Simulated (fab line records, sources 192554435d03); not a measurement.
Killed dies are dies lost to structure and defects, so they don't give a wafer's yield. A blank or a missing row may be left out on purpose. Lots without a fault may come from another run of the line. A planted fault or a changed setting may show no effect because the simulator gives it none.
A struck lot beside a sound one | flow n5_finfet | 39 steps out of a route of 1938
Sound: wafers L170.2, L170.3, L170.6. Struck: wafers L162.2, L162.5, L162.6. The cause comes at the end.
At each step with rows: each side's tool, then ch and its chambers, then its first start. Under that, the readings that differ: sound wafers | struck wafers | difference of the means | sigmas: that difference in standard deviations of wafers without a fault.
alike: readings whose means differ by less than 2 such deviations, and words and numbers that are the same on both sides. not compared: withheld readings, readings that some wafer has no value for, bounds like >300 that may hide the same value, and numbers for which the record gives no deviation and whose values overlap.
The two part at a step that has a row with sigmas, a row that says differs or no value, or rows on one side only. Numbers that don't overlap but have no deviation are shown without sigmas and don't part them. A reading that every wafer of one side lacks parts them only if that side has two wafers or more.

first, 9 steps without rows for these wafers: N5_SDB_CMP_30 (polishes, stops on poly-Si, t overpolish 1.54 s, target thk 30 nm); N5_DUMMY_REMOVAL_HM_STRIP_01 (strips SiNx in CH3F/O2, stops on poly-Si, target depth 4 nm, time 6.8 s); N5_DUMMY_REMOVAL_STRIP_10 (strips in N2/H2, time 40 s); N5_DUMMY_REMOVAL_PRECLEAN_07 (cleans in dHF, time 30 s); N5_DUMMY_REMOVAL_DUMMY_REMOVE_02 (chemistry TMAH, target poly-Si, stops on SiO2, target depth 142 nm, time 57 s, rinse time 30 s); N5_DUMMY_REMOVAL_PRECLEAN_08 (cleans in NF3:NH3, afs cycles 2, time 20 s, sublimation time 60 s); N5_DUMMY_REMOVAL_PRECLEAN_04 (cleans in DHF, time 37 s); N5_DUMMY_REMOVAL_SRD_05 (time 30 s); N5_HKMG_FIN_IL_REGROW_00 (material SiO2, chemistry O3, target thk 0.75 nm, time 30 s).
N5_HKMG_FIN_HK_ALD_01: deposits HfO2, target thk 1.6 nm, pulse time 3 s, purge time 3 s.
  sound on ald_hk-03 ch 2,3, day 9 17:26; struck on ald_hk-01 ch 0,3, day 7 18:49
  alike: precursor_pulse_height_rel
then, 26 steps without rows for these wafers: N5_HKMG_FIN_HK_ANNEAL_02 (time 30 s); N5_HKMG_FIN_ALD_74 (deposits La2O3, target thk 0.5 nm, pulse time 6 s, co reactant pulse time 1 s); N5_HKMG_FIN_ALD_75 (deposits Al2O3, target thk 1 nm, co reactant pulse time 1 s); N5_HKMG_FIN_COAT_41 (time 60 s, resist thk 300 nm); N5_HKMG_FIN_COAT_42 (time 60 s, resist thk 35 nm); N5_HKMG_FIN_COAT_43 (resist thk 90 nm); N5_HKMG_FIN_EBR_45; N5_HKMG_FIN_SOFTBAKE_44 (time 60 s); N5_HKMG_FIN_EXPOSE_46 (exposes mask NDIPOLE); N5_HKMG_FIN_PEB_47 (peb time 60 s); N5_HKMG_FIN_DEVELOP_48 (develop time 30 s); N5_HKMG_FIN_DESCUM_53 (chemistry O2, time 7.9 s); N5_HKMG_FIN_ETCH_54 (etches SiARC in CF4, target depth 45.5 nm, time 75.8 s); N5_HKMG_FIN_ETCH_55 (etches SOC in N2/H2, target depth 240 nm, time 300 s); N5_HKMG_FIN_STRIP_56 (strips in N2/H2); N5_HKMG_FIN_STRIP_57 (strips in CF4); N5_HKMG_FIN_ETCH_58 (etches SOC in N2/H2, target depth 215.8 nm, time 741 s); N5_HKMG_FIN_STRIP_93 (strips SOC in N2/H2, time 20 s); N5_HKMG_FIN_WET_ETCH_76 (etches Al2O3 in dNH4OH, stops on La2O3, target depth 2.25 nm, rinse time 30 s); N5_HKMG_FIN_STRIP_60 (strips in N2/H2, time 360 s); N5_HKMG_FIN_WET_ETCH_77 (etches La2O3 in dHCl, stops on HfO2, target depth 2 nm); N5_HKMG_FIN_WET_ETCH_78 (etches Al2O3 in dNH4OH, stops on La2O3, target depth 4.5 nm, rinse time 30 s); N5_HKMG_FIN_ALD_79 (deposits TiN, target thk 1.5 nm, pulse time 1 s, purge time 3 s); N5_HKMG_FIN_CVD_62 (deposits a-Si from Si2H6, target thk 3 nm, time 20.8 s); N5_HKMG_FIN_RTA_80 (time 2 s); N5_HKMG_FIN_PRECLEAN_64 (cleans in dHF, time 30 s).
N5_HKMG_FIN_THK_MEAS_70: measures by xrf.
  sound on film_metro-02, day 10 00:27; struck on film_metro-02, day 7 22:25
  reading     | sound             | struck            | difference | sigmas
  HK_THK (nm) | 1.554 1.593 1.599 | 1.250 1.243 1.276 | -0.326     | -19
-- the record jumps here: 4 days lie between the struck wafers' starts before and after (it left off in module HKMG_FIN and takes up again in module BEOL_M4, whose first step shown is number 1111 of the route) --
N5_BEOL_M4_RC_MEAS_101:
  sound on prober-01 ch 0, day 14 20:13; struck on prober-01 ch 0, day 11 23:26
  alike: DIBL_N, DIBL_P, IOFF_N, IOFF_P, ION_N, ION_P, SS_N, SS_P, VT_N, VT_P
-- the record jumps here: 5 days lie between the struck wafers' starts before and after (it left off in module BEOL_M4 and takes up again in module PASSIVATION, whose first step shown is number 1936 of the route) --
N5_PASSIVATION_PROBE_49:
  the record has rows for the struck wafers here (prober-02, day 17 07:52) and none for the sound ones

WHERE THEY PART
First at N5_HKMG_FIN_THK_MEAS_70; last, within this record, at N5_PASSIVATION_PROBE_49.

WHY: what the simulator had put in
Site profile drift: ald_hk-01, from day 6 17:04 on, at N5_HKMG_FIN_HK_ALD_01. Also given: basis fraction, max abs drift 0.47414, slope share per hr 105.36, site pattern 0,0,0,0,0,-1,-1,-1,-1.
